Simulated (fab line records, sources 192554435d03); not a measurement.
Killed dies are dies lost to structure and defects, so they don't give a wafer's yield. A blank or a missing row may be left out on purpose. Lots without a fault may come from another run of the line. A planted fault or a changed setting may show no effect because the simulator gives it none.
A struck lot beside a sound one | flow n5_finfet | 16 steps out of a route of 1938
Sound: wafers L798.1, L798.2, L798.5. Struck: wafers L794.2, L794.4, L794.5. The cause comes at the end.
At each step with rows: each side's tool, then ch and its chambers, then its first start. Under that, the readings that differ: sound wafers | struck wafers | difference of the means | sigmas: that difference in standard deviations of wafers without a fault.
alike: readings whose means differ by less than 2 such deviations, and words and numbers that are the same on both sides. not compared: withheld readings, readings that some wafer has no value for, bounds like >300 that may hide the same value, and numbers for which the record gives no deviation and whose values overlap.
The two part at a step that has a row with sigmas, a row that says differs or no value, or rows on one side only. Numbers that don't overlap but have no deviation are shown without sigmas and don't part them. A reading that every wafer of one side lacks parts them only if that side has two wafers or more.

first, 1 step without rows for these wafers: N5_BEOL_M2_SPUTTER_90 (material Cu, target thk 4.5 nm, time 8.29 s).
N5_BEOL_M2_ANNEAL_91: time 240 s.
  sound on pvd_sputter-01, day 10 11:39; struck on pvd_sputter-02, day 9 15:31
  alike: heater_power_w
then, 1 step without rows for these wafers: N5_BEOL_M2_SPUTTER_92 (material Cu, target thk 4.5 nm, time 8.29 s).
N5_BEOL_M2_ANNEAL_93: time 240 s.
  sound on pvd_sputter-01, day 10 11:52; struck on pvd_sputter-02, day 9 15:44
  alike: heater_power_w
N5_BEOL_M2_SPUTTER_94: material Cu, target thk 4.5 nm, time 8.29 s.
  sound on pvd_sputter-01, day 10 12:01; struck on pvd_sputter-02, day 9 15:52
  alike: throttle_valve_pct
N5_BEOL_M2_ANNEAL_95: time 240 s.
  sound on pvd_sputter-01, day 10 12:05; struck on pvd_sputter-02, day 9 15:57
  alike: heater_power_w
N5_BEOL_M2_SPUTTER_96: material Cu, target thk 4.5 nm, time 8.29 s.
  sound on pvd_sputter-01, day 10 12:14; struck on pvd_sputter-02, day 9 16:05
  alike: throttle_valve_pct
then, 3 steps without rows for these wafers: N5_BEOL_M2_ECD_50 (material Cu, target thk 300 nm); N5_BEOL_M2_ANNEAL_51 (time 90 s); N5_BEOL_M2_CMP_52 (polishes, stops on SiOC, t overpolish 6.8 s, target thk 40 nm).
N5_BEOL_M2_THK_MEAS_53: measures by xrf.
  sound on film_metro-01, day 10 13:01; struck on film_metro-02, day 9 16:53
  reading     | sound          | struck         | difference | sigmas
  M2_THK (nm) | 42.7 42.3 42.1 | 37.0 38.8 39.1 | -4.1       | -3
then, 1 step without rows for these wafers: N5_BEOL_M2_PRE_CLEAN_60 (time 15 s).
N5_BEOL_M2_CO_CAP_55: material Co, precursor CCTBA/H2, target thk 2 nm, time 102.1 s.
  sound on cvd_co-02 ch 0,1,2, day 10 13:05; struck on cvd_co-01 ch 0,2, day 9 16:58
  no value came back on the struck wafers for chamber_pressure_Torr (Torr), heater_power_outer_w (W), heater_power_w (W); on the sound wafers chamber_pressure_Torr (Torr) reads 29.98 30.07 30.00
then, 1 step without rows for these wafers: N5_BEOL_M2_PRE_CLEAN_56 (time 15 s).
N5_BEOL_M4_RC_MEAS_101:
  sound on prober-01 ch 0, day 11 12:37; struck on prober-01 ch 0, day 10 20:49
  alike: DIBL_N, DIBL_P, IOFF_N, IOFF_P, ION_N, ION_P, SS_N, SS_P, VT_N, VT_P
-- the record jumps here: 4 days lie between the struck wafers' starts before and after (it left off in module BEOL_M4 and takes up again in module PASSIVATION, whose first step shown is number 1936 of the route) --
N5_PASSIVATION_PROBE_49:
  the record has rows for the struck wafers here (prober-01, day 15 01:33) and none for the sound ones

WHERE THEY PART
First at N5_BEOL_M2_THK_MEAS_53; last, within this record, at N5_PASSIVATION_PROBE_49.

WHY: what the simulator had put in
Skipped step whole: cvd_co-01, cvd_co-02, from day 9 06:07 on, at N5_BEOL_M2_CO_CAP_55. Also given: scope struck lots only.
